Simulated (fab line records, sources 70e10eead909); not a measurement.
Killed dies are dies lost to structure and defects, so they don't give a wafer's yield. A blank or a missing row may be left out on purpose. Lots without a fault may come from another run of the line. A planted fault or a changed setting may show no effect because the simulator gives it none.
Which tool did it? | flow nand_harc | 24 lots, 72 wafers sampled, at 2 steps of a route of 1302

WHAT THE GAUGES READ, wafer by wafer
NHARC_A_BLC_CD_MEAS_19.
lot  | measured     | on        | cd_nm (nm)
L074 | day 22 09:02 | cd_sem-03 | 99.2 98.5 97.1
L075 | day 23 12:56 | cd_sem-03 | 100.1 100.8 100.6
L078 | day 24 03:35 | cd_sem-03 | 96.7 102.6 97.7
L076 | day 24 05:04 | cd_sem-03 | 100.0 102.9 96.7
L077 | day 24 08:20 | cd_sem-03 | 100.7 99.4 103.1
L079 | day 24 17:02 | cd_sem-01 | 96.8 101.5 101.1
L080 | day 25 16:25 | cd_sem-02 | 102.2 98.6 98.9
L082 | day 25 18:13 | cd_sem-03 | 104.7 98.2 98.1
L081 | day 25 21:58 | cd_sem-02 | 99.2 97.7 97.2
L084 | day 26 10:56 | cd_sem-02 | 98.6 100.0 95.7
L083 | day 26 14:25 | cd_sem-02 | 97.0 97.4 99.4
L086 | day 27 10:39 | cd_sem-02 | 97.7 104.0 99.5
L087 | day 27 17:47 | cd_sem-01 | 98.7 104.3 98.9
L085 | day 27 19:31 | cd_sem-03 | 101.0 98.6 99.7
L088 | day 27 23:19 | cd_sem-02 | 102.1 97.0 94.9
L089 | day 28 07:10 | cd_sem-01 | 103.5 98.9 98.0
L090 | day 28 20:06 | cd_sem-01 | 100.8 104.3 98.6
L091 | day 29 12:41 | cd_sem-01 | 102.1 103.4 101.8
L092 | day 30 04:05 | cd_sem-01 | 99.9 101.7 99.2
L093 | day 30 23:46 | cd_sem-01 | 98.2 101.1 97.5
L094 | day 31 04:31 | cd_sem-02 | 99.9 100.3 100.4
L095 | day 31 06:00 | cd_sem-01 | 96.4 100.3 96.7
L096 | day 31 11:15 | cd_sem-03 | 101.1 99.4 97.6
L097 | day 31 17:20 | cd_sem-02 | 97.1 95.2 102.3

WHICH TOOL RAN EACH LOT (tool, then ch and the chambers of the sampled wafers, then the start)
lot  | NHARC_A_CONTACT_STRIP_26
L074 | rie_diel-03 ch 1,2, day 22 09:02 or earlier
L075 | rie_diel-10 ch 0,1,3, day 23 12:56 or earlier
L078 | rie_diel-05 ch 0,1, day 24 03:35 or earlier
L076 | rie_diel-03 ch 0,1,2, day 24 05:04 or earlier
L077 | rie_diel-10 ch 0,2,3, day 24 08:20 or earlier
L079 | rie_diel-05 ch 2,3, day 24 17:02 or earlier
L080 | rie_diel-10 ch 1,3, day 25 16:25 or earlier
L082 | rie_diel-10 ch 0,2,3, day 25 18:13 or earlier
L081 | rie_diel-05 ch 0,2,3, day 25 21:58 or earlier
L084 | rie_diel-03 ch 1,2,3, day 26 10:56 or earlier
L083 | rie_diel-10 ch 0,2,3, day 26 14:25 or earlier
L086 | rie_diel-10 ch 0,2, day 27 10:39 or earlier
L087 | rie_diel-05 ch 0,3, day 27 17:47 or earlier
L085 | rie_diel-05 ch 0,1, day 27 19:31 or earlier
L088 | rie_diel-05 ch 0,1,2, day 27 23:19 or earlier
L089 | rie_diel-03 ch 0,2,3, day 28 07:10 or earlier
L090 | rie_diel-10 ch 0,2,3, day 28 20:06 or earlier
L091 | rie_diel-05 ch 1,2, day 29 12:41 or earlier
L092 | rie_diel-03 ch 0,1,3, day 30 04:05 or earlier
L093 | rie_diel-05 ch 0,1,3, day 30 23:46 or earlier
L094 | rie_diel-05 ch 0,1,2, day 31 04:31 or earlier
L095 | rie_diel-10 ch 0,1, day 31 06:00 or earlier
L096 | rie_diel-10 ch 0,2, day 31 11:15 or earlier
L097 | rie_diel-10 ch 0,1, day 31 17:20 or earlier
- NHARC_A_CONTACT_STRIP_26: strips in O2.

WHAT THE TOOLS THEMSELVES READ (means of the sampled wafers that have a number; where no wafer has one, the mark that the record gives instead)
NHARC_A_CONTACT_STRIP_26.
lot  | tool        | drypump_motor_current_A (A) | o2_flow_sccm (sccm) | oes_product_au (a.u.) | rf_vpp_V (V) | showerhead_plenum_p_Torr (Torr) | throttle_valve_pct (%)
L074 | rie_diel-03 | 5.9                         | 499.8               | 1.006                 | 59.3         | 3.75                            | 17.030
L075 | rie_diel-10 | 5.5                         | 500.1               | 0.997                 | 57.9         | 3.47                            | 17.039
L078 | rie_diel-05 | 5.5                         | 501.3               | 1.014                 | 57.6         | 3.53                            | 17.036
L076 | rie_diel-03 | 5.9                         | 499.3               | 1.004                 | 58.0         | 3.60                            | 17.038
L077 | rie_diel-10 | 5.4                         | 500.8               | 1.000                 | 58.3         | 3.60                            | 17.036
L079 | rie_diel-05 | 5.5                         | 498.3               | 1.009                 | 57.1         | 3.48                            | 17.037
L080 | rie_diel-10 | 5.8                         | 499.2               | 1.000                 | 57.6         | 3.40                            | 17.030
L082 | rie_diel-10 | 5.5                         | 500.2               | 0.999                 | 57.7         | 3.60                            | 17.028
L081 | rie_diel-05 | 5.4                         | 499.1               | 1.013                 | 57.9         | 3.45                            | 17.038
L084 | rie_diel-03 | 5.6                         | 500.0               | 0.997                 | 58.7         | 3.58                            | 17.042
L083 | rie_diel-10 | 5.5                         | 499.9               | 0.999                 | 58.1         | 3.59                            | 17.032
L086 | rie_diel-10 | 5.7                         | 501.0               | 0.998                 | 57.5         | 3.58                            | 17.034
L087 | rie_diel-05 | 5.1                         | 500.4               | 0.991                 | 57.7         | 3.41                            | 17.032
L085 | rie_diel-05 | 5.5                         | 500.9               | 0.996                 | 57.9         | 3.52                            | 17.030
L088 | rie_diel-05 | 5.6                         | 498.9               | 1.000                 | 57.8         | 3.54                            | 17.042
L089 | rie_diel-03 | 5.6                         | 499.1               | 1.004                 | 57.6         | 3.44                            | 17.039
L090 | rie_diel-10 | 5.5                         | 499.5               | 0.998                 | 58.9         | 3.58                            | 17.029
L091 | rie_diel-05 | 5.6                         | 500.3               | 0.990                 | 58.2         | 3.62                            | 17.037
L092 | rie_diel-03 | 5.9                         | 501.0               | 0.996                 | 57.8         | 3.49                            | 17.035
L093 | rie_diel-05 | 5.3                         | 500.7               | 1.001                 | 57.5         | 3.50                            | 17.026
L094 | rie_diel-05 | 5.6                         | 499.5               | 0.991                 | 58.3         | 3.54                            | 17.031
L095 | rie_diel-10 | 6.1                         | 499.4               | 0.987                 | 57.4         | 3.38                            | 17.038
L096 | rie_diel-10 | 6.0                         | 499.9               | 0.997                 | 56.5         | 3.64                            | 17.041
L097 | rie_diel-10 | 6.2                         | 500.8               | 0.997                 | 58.1         | 3.38                            | 17.033

THE ANSWER, worked out from the rows above alone
Rule: what is usual is taken from the lots themselves. Put in order of their means at a reading, lots are off if they are a third of the lots or fewer, leave a main group of 4 or more, and stand apart from it by a gap of 3 or more times the standard deviation of the main group's means; of several such gaps the widest counts. A main group whose means are all the same, to the digits that the tables above print for the reading, isn't used. A lot without any number at a reading at which 4 lots or more have one is off too. The other lots that the step has rows for count as sound. The gauges are gone through in route order, then the tools' own readings, and for those a lot's mean is taken as printed above. The first step at which some lot is off is used, and at that step the reading that is off furthest; a lot without a number counts as furthest.
No lot is off at any reading shown: from this, nothing can be told.

WHAT THE SIMULATOR HAD PUT IN
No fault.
